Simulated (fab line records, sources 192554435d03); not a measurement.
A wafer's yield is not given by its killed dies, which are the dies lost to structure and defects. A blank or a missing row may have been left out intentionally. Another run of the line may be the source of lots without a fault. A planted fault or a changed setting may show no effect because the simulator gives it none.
Split-lot study || flow n5 finfet || route with 1938 steps; 7 lots, 39 wafers read

ABOUT THE SPLIT
At N5_GATE_CUT_ETCH_56 (etches TiN in Cl2/Ar, target depth 21.6 nm), the setting target depth a was moved away from the recipe's 216 angstrom on 12 of the 39 wafers read, by -54.1% to +15.7%. The other wafers ran this setting at the recipe's value.

The split's own step is where the reading is taken.

THE READING
etch.depth nm (the simulator's own value, which no gauge read), in nm, at N5_GATE_CUT_ETCH_56 (etches TiN in Cl2/Ar, target depth 21.6 nm). The file gives no usual value for it. Here, 27 wafers ran the recipe; their average is 21.91 nm with a standard deviation of 0.33 nm.

{"wafer": "L074.1", "tool, chamber at the split": "rie metal-02, 1", "target depth a as run, angstrom": 216, "against the recipe": "recipe", "etch.depth nm, nm": 22.24, "against lot-mates on the recipe": "-"}
{"wafer": "L074.2", "tool, chamber at the split": "rie metal-02, 0", "target depth a as run, angstrom": 216, "against the recipe": "recipe", "etch.depth nm, nm": 22.1, "against lot-mates on the recipe": "-"}
{"wafer": "L074.3", "tool, chamber at the split": "rie metal-02, 0", "target depth a as run, angstrom": 216, "against the recipe": "recipe", "etch.depth nm, nm": 22.04, "against lot-mates on the recipe": "-"}
{"wafer": "L074.4", "tool, chamber at the split": "rie metal-02, 1", "target depth a as run, angstrom": 216, "against the recipe": "recipe", "etch.depth nm, nm": 22.33, "against lot-mates on the recipe": "-"}
{"wafer": "L074.5", "tool, chamber at the split": "rie metal-02, 0", "target depth a as run, angstrom": 216, "against the recipe": "recipe", "etch.depth nm, nm": 22.06, "against lot-mates on the recipe": "-"}
{"wafer": "L074.6", "tool, chamber at the split": "rie metal-02, 1", "target depth a as run, angstrom": 216, "against the recipe": "recipe", "etch.depth nm, nm": 22.32, "against lot-mates on the recipe": "-"}
{"wafer": "L080.1", "tool, chamber at the split": "rie metal-02, 0", "target depth a as run, angstrom": 216, "against the recipe": "recipe", "etch.depth nm, nm": 21.91, "against lot-mates on the recipe": "-"}
{"wafer": "L080.4", "tool, chamber at the split": "rie metal-02, 1", "target depth a as run, angstrom": 216, "against the recipe": "recipe", "etch.depth nm, nm": 22.18, "against lot-mates on the recipe": "-"}
{"wafer": "L080.6", "tool, chamber at the split": "rie metal-02, 1", "target depth a as run, angstrom": 216, "against the recipe": "recipe", "etch.depth nm, nm": 22.34, "against lot-mates on the recipe": "-"}
{"wafer": "L087.1", "tool, chamber at the split": "rie metal-01, 1", "target depth a as run, angstrom": 167.1, "against the recipe": "-22.6%", "etch.depth nm, nm": 16.55, "against lot-mates on the recipe": -5.00}
{"wafer": "L087.2", "tool, chamber at the split": "rie metal-01, 0", "target depth a as run, angstrom": 167.1, "against the recipe": "-22.6%", "etch.depth nm, nm": 16.68, "against lot-mates on the recipe": -4.87}
{"wafer": "L087.3", "tool, chamber at the split": "rie metal-01, 1", "target depth a as run, angstrom": 216, "against the recipe": "recipe", "etch.depth nm, nm": 21.39, "against lot-mates on the recipe": "-"}
{"wafer": "L087.4", "tool, chamber at the split": "rie metal-01, 0", "target depth a as run, angstrom": 167.1, "against the recipe": "-22.6%", "etch.depth nm, nm": 16.65, "against lot-mates on the recipe": -4.90}
{"wafer": "L087.5", "tool, chamber at the split": "rie metal-01, 1", "target depth a as run, angstrom": 216, "against the recipe": "recipe", "etch.depth nm, nm": 21.48, "against lot-mates on the recipe": "-"}
{"wafer": "L087.6", "tool, chamber at the split": "rie metal-01, 0", "target depth a as run, angstrom": 216, "against the recipe": "recipe", "etch.depth nm, nm": 21.77, "against lot-mates on the recipe": "-"}
{"wafer": "L088.1", "tool, chamber at the split": "rie metal-02, 1", "target depth a as run, angstrom": 216, "against the recipe": "recipe", "etch.depth nm, nm": 22.28, "against lot-mates on the recipe": "-"}
{"wafer": "L088.2", "tool, chamber at the split": "rie metal-02, 0", "target depth a as run, angstrom": 216, "against the recipe": "recipe", "etch.depth nm, nm": 21.99, "against lot-mates on the recipe": "-"}
{"wafer": "L088.3", "tool, chamber at the split": "rie metal-02, 0", "target depth a as run, angstrom": 99.24, "against the recipe": "-54.1%", "etch.depth nm, nm": 10.18, "against lot-mates on the recipe": -11.98}
{"wafer": "L088.4", "tool, chamber at the split": "rie metal-02, 1", "target depth a as run, angstrom": 216, "against the recipe": "recipe", "etch.depth nm, nm": 22.2, "against lot-mates on the recipe": "-"}
{"wafer": "L088.5", "tool, chamber at the split": "rie metal-02, 0", "target depth a as run, angstrom": 99.24, "against the recipe": "-54.1%", "etch.depth nm, nm": 10.16, "against lot-mates on the recipe": -12.00}
{"wafer": "L088.6", "tool, chamber at the split": "rie metal-02, 1", "target depth a as run, angstrom": 99.24, "against the recipe": "-54.1%", "etch.depth nm, nm": 10.24, "against lot-mates on the recipe": -11.92}
{"wafer": "L090.1", "tool, chamber at the split": "rie metal-01, 0", "target depth a as run, angstrom": 216, "against the recipe": "recipe", "etch.depth nm, nm": 21.38, "against lot-mates on the recipe": "-"}
{"wafer": "L090.2", "tool, chamber at the split": "rie metal-01, 1", "target depth a as run, angstrom": 249.9, "against the recipe": "+15.7%", "etch.depth nm, nm": 24.78, "against lot-mates on the recipe": "+3.39"}
{"wafer": "L090.3", "tool, chamber at the split": "rie metal-01, 0", "target depth a as run, angstrom": 249.9, "against the recipe": "+15.7%", "etch.depth nm, nm": 24.97, "against lot-mates on the recipe": "+3.58"}
{"wafer": "L090.4", "tool, chamber at the split": "rie metal-01, 1", "target depth a as run, angstrom": 249.9, "against the recipe": "+15.7%", "etch.depth nm, nm": 24.65, "against lot-mates on the recipe": "+3.26"}
{"wafer": "L090.5", "tool, chamber at the split": "rie metal-01, 1", "target depth a as run, angstrom": 216, "against the recipe": "recipe", "etch.depth nm, nm": 21.25, "against lot-mates on the recipe": "-"}
{"wafer": "L090.6", "tool, chamber at the split": "rie metal-01, 0", "target depth a as run, angstrom": 216, "against the recipe": "recipe", "etch.depth nm, nm": 21.53, "against lot-mates on the recipe": "-"}
{"wafer": "L095.1", "tool, chamber at the split": "rie metal-02, 0", "target depth a as run, angstrom": 216, "against the recipe": "recipe", "etch.depth nm, nm": 21.72, "against lot-mates on the recipe": "-"}
{"wafer": "L095.2", "tool, chamber at the split": "rie metal-02, 1", "target depth a as run, angstrom": 216, "against the recipe": "recipe", "etch.depth nm, nm": 22.17, "against lot-mates on the recipe": "-"}
{"wafer": "L095.3", "tool, chamber at the split": "rie metal-02, 0", "target depth a as run, angstrom": 216, "against the recipe": "recipe", "etch.depth nm, nm": 22.01, "against lot-mates on the recipe": "-"}
{"wafer": "L095.4", "tool, chamber at the split": "rie metal-02, 1,0", "target depth a as run, angstrom": 216, "against the recipe": "recipe", "etch.depth nm, nm": 22.04, "against lot-mates on the recipe": "-"}
{"wafer": "L095.6", "tool, chamber at the split": "rie metal-02, 1,0", "target depth a as run, angstrom": 216, "against the recipe": "recipe", "etch.depth nm, nm": 22.04, "against lot-mates on the recipe": "-"}
{"wafer": "L095.5", "tool, chamber at the split": "rie metal-02, 1", "target depth a as run, angstrom": 216, "against the recipe": "recipe", "etch.depth nm, nm": 22.19, "against lot-mates on the recipe": "-"}
{"wafer": "L096.1", "tool, chamber at the split": "rie metal-01, 0", "target depth a as run, angstrom": 160.3, "against the recipe": "-25.8%", "etch.depth nm, nm": 16.12, "against lot-mates on the recipe": -5.43}
{"wafer": "L096.2", "tool, chamber at the split": "rie metal-01, 1", "target depth a as run, angstrom": 216, "against the recipe": "recipe", "etch.depth nm, nm": 21.63, "against lot-mates on the recipe": "-"}
{"wafer": "L096.3", "tool, chamber at the split": "rie metal-01, 0", "target depth a as run, angstrom": 216, "against the recipe": "recipe", "etch.depth nm, nm": 21.58, "against lot-mates on the recipe": "-"}
{"wafer": "L096.4", "tool, chamber at the split": "rie metal-01, 1", "target depth a as run, angstrom": 160.3, "against the recipe": "-25.8%", "etch.depth nm, nm": 16.09, "against lot-mates on the recipe": -5.46}
{"wafer": "L096.5", "tool, chamber at the split": "rie metal-01, 1", "target depth a as run, angstrom": 160.3, "against the recipe": "-25.8%", "etch.depth nm, nm": 16.09, "against lot-mates on the recipe": -5.46}
{"wafer": "L096.6", "tool, chamber at the split": "rie metal-01, 0", "target depth a as run, angstrom": 216, "against the recipe": "recipe", "etch.depth nm, nm": 21.45, "against lot-mates on the recipe": "-"}
If several chambers appear in one row, that row covers several wafers at once and the file leaves open which wafer was in which chamber.

FIT RESULTS
A straight line over all 39 wafers: etch.depth nm changes by +0.216 nm for each +1% of target depth a; r = +1.00; the points scatter about the line by 0.33 nm.
The same after taking each lot's own level away (the mean of its wafers on the recipe; 39 wafers): +0.219 nm for each +1%; r = +1.00; scatter 0.14 nm.
The reading moves by 12 nm for the largest change in target depth a, on that fit.
The span of the lots' own levels, 21.387 to 22.182 nm, comes to 2.4 times the standard deviation stated above.
The two slopes are in agreement: the lot-to-lot level therefore moves the slope only a little.
Check: with one of the wafers moved furthest among these (-54.1%) left out of the fit, the line predicts -11.8 nm for it against its lot-mates. Against them it came out at -12 nm.

OTHER SPLITS APPLIED TO THESE WAFERS
These wafers also went through other splits before the reading. Each is held against what the fit with the lots' levels taken away leaves over:
{"other split on the same wafers": "N5_FIN_SAQP_HM_DEP_03 target thk a", "wafers away from the commonest value": 15, "r with etch.depth nm (lot level and that fit taken away)": -0.01}
{"other split on the same wafers": "N5_DUMMY_GATE_HM_DEP_06 target thk a", "wafers away from the commonest value": 18, "r with etch.depth nm (lot level and that fit taken away)": "+0.22"}
{"other split on the same wafers": "N5_SDB_HM_DEP_00 target thk a", "wafers away from the commonest value": 15, "r with etch.depth nm (lot level and that fit taken away)": "+0.06"}

FILE'S OWN FIT
etch.depth nm changes by +0.219 nm for each +1% of target depth a, r = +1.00.
